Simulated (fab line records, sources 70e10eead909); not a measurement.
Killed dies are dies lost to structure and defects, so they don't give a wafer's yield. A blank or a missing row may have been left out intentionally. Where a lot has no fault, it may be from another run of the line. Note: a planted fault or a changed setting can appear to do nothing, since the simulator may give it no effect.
One fault through the eyes of 2 desks + flow nand_harc + only its own numbers are on each desk; what lay behind them is given at the end

## AT THE TOOL OWNER'S DESK: krf_scanner-01
The tool's own readings at NHARC_A_BONDPAD_EXPOSE_06 (exposes mask A BPAD): means of the sampled wafers that have a number, for each lot that ran on this tool. The brackets show how far a lot's mean lies from the usual mean; more than 4 standard deviations puts the lot out of limits, marked OUT.
Columns: A = reticle_temp_C at NHARC_A_BONDPAD_EXPOSE_06, usual 23.01 C
| lot  | first seen here | A     |
|------|-----------------|-------|
| L597 | day 18 06:22    | 22.90 |
| L599 | day 19 23:09    | 23.05 |
| L601 | day 20 08:55    | 23.08 |
| L604 | day 20 15:46    | 22.84 |
| L603 | day 20 19:46    | 22.90 |
| L605 | day 21 21:47    | 23.06 |
Finding of this desk: none of the 6 lots has anything out of limits.

## AT THE METROLOGY DESK
What the gauges read for every lot (on any tool): the sampled wafers with a number, averaged. The brackets show how far a lot's mean lies from the usual mean; more than 4 standard deviations puts the lot out of limits, marked OUT.
Columns: A = thk_nm at NHARC_A_M1_THK_MEAS_24, usual 154.8 nm; B = overlay_x_nm at NHARC_A_BONDPAD_OVL_MEAS_35, usual 0 nm; C = overlay_y_nm at NHARC_A_BONDPAD_OVL_MEAS_35, usual 1 nm
| lot  | first seen here | A     | B             | C   |
|------|-----------------|-------|---------------|-----|
| L595 | day 18 02:03    | 155.5 | -4            | 7   |
| L593 | day 18 03:12    | 154.1 | -8            | 1   |
| L597 | day 18 04:24    | 155.5 | 4             | -3  |
| L596 | day 18 07:31    | 154.7 | 7             | 4   |
| L599 | day 19 21:02    | 156.5 | 3             | 7   |
| L601 | day 20 07:06    | 156.3 | -1            | 7   |
| L604 | day 20 13:49    | 153.5 | -12           | 2   |
| L602 | day 20 17:12    | 155.8 | -2            | -6  |
| L603 | day 20 17:40    | 154.0 | 25 (+5.2) OUT | 3   |
| L605 | day 21 19:51    | 155.9 | 21 (+4.4) OUT | 5   |
| L610 | day 22 23:31    | 153.5 | 1             | 7   |
| L614 | day 23 14:09    | 154.7 | 6             | -12 |
This desk's verdict: out of limits on L603, L605, starting with L603 at day 20 20:00 (overlay_x_nm at NHARC_A_BONDPAD_OVL_MEAS_35). L595, L593, L597, L596, L599, L601, L604, L602, L610, L614 stayed within limits.

## PUT TOGETHER
At day 20 20:00 the metrology desk could have sounded an alarm, on L603, L605.
The desk of the tool owner found nothing out of limits.
On record at the tool owner's desk: L603, L605, within its limits.
The lots listed all ran NHARC_A_BONDPAD_EXPOSE_06 on krf_scanner-01.

## WHAT THE SIMULATOR HAD PUT IN
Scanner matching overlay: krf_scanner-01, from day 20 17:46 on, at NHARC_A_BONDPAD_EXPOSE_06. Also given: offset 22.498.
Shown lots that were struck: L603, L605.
Delay in hours, fault start to first out-of-limits reading, per desk: metrology desk 2.
